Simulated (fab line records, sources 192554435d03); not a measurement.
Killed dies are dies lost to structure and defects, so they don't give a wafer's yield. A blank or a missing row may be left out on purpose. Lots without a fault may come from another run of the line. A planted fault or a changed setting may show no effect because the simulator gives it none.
Split-lot experiment | flow n5_finfet | 7 lots, 21 wafers read, on a route of 1938 steps

THE SPLIT
At N5_MOL_CONTACT_COAG_ETCH_15 (etches SiNx in CH3F/O2, stops on Si:P, target depth 7 nm), the setting source_w was moved away from the recipe's 395 W on 10 of the 21 wafers read, by +7.1% to +17.3%. The other wafers ran this setting at the recipe's value.

The reading is taken at the split's own step.

THE READING
rf_vpp_V, in V, at N5_MOL_CONTACT_COAG_ETCH_15 (etches SiNx in CH3F/O2, stops on Si:P, target depth 7 nm). Fault-free wafers of this fab line usually give 298 V, standard deviation 6.7 V.

wafer  | tool, chamber at the split | source_w as run, W | against the recipe | rf_vpp_V, V | against lot-mates on the recipe
L079.1 | rie_diel-03, 1             | 447.8              | +13.4%             | 275         | -22
L079.4 | rie_diel-03, 2             | 395                | recipe             | 297         | -
L079.5 | rie_diel-03, 1             | 447.8              | +13.4%             | 274         | -23
L081.2 | rie_diel-03, 2             | 459.8              | +16.4%             | 279         | -20
L081.3 | rie_diel-03, 3             | 395                | recipe             | 299         | -
L081.6 | rie_diel-03, 0             | 459.8              | +16.4%             | 292         | -7
L083.1 | rie_diel-03, 3             | 395                | recipe             | 300         | -
L083.3 | rie_diel-03, 2             | 395                | recipe             | 297         | -
L083.5 | rie_diel-03, 1             | 395                | recipe             | 291         | -
L086.3 | rie_diel-02, 2             | 395                | recipe             | 305         | -
L086.5 | rie_diel-02, 2             | 423                | +7.1%              | 296         | -9
L086.6 | rie_diel-02, 3             | 423                | +7.1%              | 288         | -17
L090.1 | rie_diel-05, 1             | 395                | recipe             | 294         | -
L090.5 | rie_diel-05, 3             | 463.4              | +17.3%             | 272         | -22
L090.6 | rie_diel-05, 0             | 463.4              | +17.3%             | 272         | -22
L091.1 | rie_diel-02, 1             | 426.3              | +7.9%              | 283         | -19
L091.2 | rie_diel-02, 0             | 395                | recipe             | 302         | -
L091.5 | rie_diel-02, 3             | 426.3              | +7.9%              | 289         | -13
L092.4 | rie_diel-02, 1             | 395                | recipe             | 293         | -
L092.5 | rie_diel-02, 3             | 395                | recipe             | 298         | -
L092.6 | rie_diel-02, 0             | 395                | recipe             | 300         | -

THE FIT
A straight line over all 21 wafers: rf_vpp_V changes by -1.27 V for each +1% of source_w; r = -0.86; the points scatter about the line by 5.5 V.
The same after taking each lot's own level away (the mean of its wafers on the recipe; 21 wafers): -1.23 V for each +1%; r = -0.87; scatter 4.9 V.
On that fit, the largest move of source_w shifts the reading by 21 V.
The lots' own levels span 294.0 to 305.0 V, that is 1.6 times the standard deviation above.
So the lot-to-lot level changes the slope little: the two slopes agree.
Check: with one of the wafers moved furthest among these (+17.3%) left out of the fit, the line predicts -22.4 V for it against its lot-mates. It came out at -22 V against them.
Tool readings at the split's step, against how far the setting was moved: rf_vpp_V r = -0.86.

OTHER SPLITS ON THESE WAFERS
These wafers also went through other splits before the reading. Each is held against what the fit with the lots' levels taken away leaves over:
other split on the same wafers | wafers away from the commonest value | r with rf_vpp_V (lot level and that fit taken away)
N5_DUMMY_GATE_COAT_28 spin_rpm | 3                                    | -0.25
N5_SD_EPI_N_EPI_21 time_s      | 5                                    | -0.30
N5_SD_EPI_N_PRECLEAN_49 time_s | 5                                    | +0.08
N5_SDB_COAT_04 spin_rpm        | 9                                    | -0.04
N5_HKMG_FIN_ETCH_55 time_s     | 9                                    | -0.20
N5_GATE_CUT_HM_DEP_46 time_s   | 9                                    | +0.28

THE FILE'S OWN FIT
rf_vpp_V changes by -1.3 V for each +1% of source_w, r = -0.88.
